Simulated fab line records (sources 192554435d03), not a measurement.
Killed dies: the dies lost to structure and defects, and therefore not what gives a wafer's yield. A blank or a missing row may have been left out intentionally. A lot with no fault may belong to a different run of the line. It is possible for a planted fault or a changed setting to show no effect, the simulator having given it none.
Chamber matching | flow n5Finfet | N5_BEOL_M6_ETCH_72 on rieDiel-03 has 4 sister chambers
The step etches underlayer in N2/H2, target depth 6.5 nm, time 5.2 s. 4 wafers are shown with their chamber, then 8 later ones without.

EACH WAFER AND ITS CHAMBER
wafer  | chamber | showerheadPlenumPTorr (Torr)
L079.3 | 2       | 2.38
L079.4 | 0       | 2.61
L079.6 | 1       | 2.60
L081.1 | 3       | 2.46

WAFERS WITHOUT THEIR CHAMBER
wafer  | showerheadPlenumPTorr (Torr)
L081.3 | 2.60
L081.5 | 2.60
L085.3 | 2.60
L085.4 | 2.70
L085.6 | 2.59
L090.2 | 2.60
L090.4 | 2.59
L090.6 | 2.60

WHICH CHAMBER EACH WENT THROUGH
wafer  | from the rows above     | in truth
L081.3 | can't be placed: 1 or 0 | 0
L081.5 | can't be placed: 1 or 0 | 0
L085.3 | can't be placed: 1 or 0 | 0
L085.4 | can't be placed: 0 or 1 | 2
L085.6 | can't be placed: 1 or 0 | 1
L090.2 | can't be placed: 1 or 0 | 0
L090.4 | can't be placed: 1 or 0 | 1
L090.6 | can't be placed: 1 or 0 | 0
Correctly placed: 0 of 8. Cannot be placed on the basis of these rows: 8; the candidates contain the true chamber in 7. Placed wrongly: 0.
How it was worked out, from the rows above alone: a wafer's distance from a chamber is the root of the sum, over the readings, of the square of ((its reading less the chamber's mean) divided by the reading's scatter). If the next closest chamber is less than 2 further off than the closest, the wafer can't be placed; otherwise it belongs to the closest. The mean given for a chamber averages the wafers shown for that chamber. The scatter (one wafer shown for each chamber): square how far every hidden wafer sits from the nearest shown wafer, average those squares and take the square root.
